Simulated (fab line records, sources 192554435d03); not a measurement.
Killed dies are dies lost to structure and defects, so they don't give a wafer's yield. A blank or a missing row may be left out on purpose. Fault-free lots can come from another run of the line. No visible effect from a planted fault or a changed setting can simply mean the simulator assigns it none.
Chamber matching | flow n5Finfet | rieDiel-04 running N5_BEOL_M13_VIA_ETCH_16: 4 sister chambers
The step etches SiOC in C4F8/O2/Ar, target depth 921.7 nm. 16 wafers are shown with their chamber, then 8 later ones without.

== WAFERS, EACH WITH ITS CHAMBER ==
wafer  | chamber | throttleValvePct (%) | showerheadPlenumPTorr (Torr) | oesProductAu (a.u.)
L075.2 | 3       | 23.7                 | 3.49                         | 0.89
L075.3 | 2       | 24.8                 | 3.32                         | 0.66
L075.6 | 2       | 24.8                 | 3.32                         | 0.65
L076.1 | 2       | 24.8                 | 3.32                         | 0.65
L076.3 | 1       | 24.3                 | 3.44                         | 0.68
L076.4 | 2       | 24.8                 | 3.32                         | 0.65
L080.1 | 2       | 24.8                 | 3.32                         | 0.64
L080.2 | 3       | 23.7                 | 3.48                         | 0.84
L080.6 | 0       | 24.0                 | 3.49                         | 0.88
L084.2 | 2       | 24.8                 | 3.31                         | 0.64
L084.4 | 1       | 24.3                 | 3.43                         | 0.66
L084.5 | 0       | 24.1                 | 3.49                         | 0.85
L086.2 | 2       | 24.8                 | 3.31                         | 0.64
L086.4 | 1       | 24.3                 | 3.43                         | 0.66
L086.6 | 0       | 24.1                 | 3.48                         | 0.83
L089.3 | 0       | 24.1                 | 3.48                         | 0.82

SIGNATURES, as means of the wafers listed above
reading               | chamber 0 | chamber 1 | chamber 2 | chamber 3 | scatter within a chamber
throttleValvePct      | 24.075    | 24.300    | 24.800    | 23.700    | 0.025
showerheadPlenumPTorr | 3.4850    | 3.4333    | 3.3171    | 3.4850    | 0.00547
oesProductAu          | 0.8450    | 0.6667    | 0.6471    | 0.8650    | 0.0182
Rule: for each reading, subtract the chamber's mean from the wafer's reading, divide by that reading's scatter and square the result; add these up over the readings and take the root, which gives the wafer's distance from the chamber. If the next closest chamber is less than 2 further off than the closest, the wafer can't be placed; otherwise it belongs to the closest. The scatter: take each reading less its chamber's mean, square it, sum over the shown wafers, divide by the number of wafers less the number of chambers, and take the root.

== WAFERS WHOSE CHAMBER IS MISSING ==
wafer  | throttleValvePct (%) | showerheadPlenumPTorr (Torr) | oesProductAu (a.u.)
L089.4 | 23.7                 | 3.47                         | 0.80
L089.5 | 24.3                 | 3.42                         | 0.66
L092.2 | 24.3                 | 3.42                         | 0.65
L092.3 | 23.7                 | 3.47                         | 0.78
L092.4 | 24.1                 | 3.48                         | 0.81
L096.2 | 24.3                 | 3.42                         | 0.65
L096.3 | 23.7                 | 3.47                         | 0.78
L096.6 | 24.3                 | 3.42                         | 0.65

== WHICH CHAMBER EACH ONE RAN IN ==
wafer  | from the rows above | in truth
L089.4 | 3                   | 3
L089.5 | 1                   | 1
L092.2 | 1                   | 1
L092.3 | 3                   | 3
L092.4 | 0                   | 0
L096.2 | 1                   | 1
L096.3 | 3                   | 3
L096.6 | 1                   | 1
Placed correctly: 8 of 8. Can't be placed from these rows: 0. Number placed wrongly: 0.
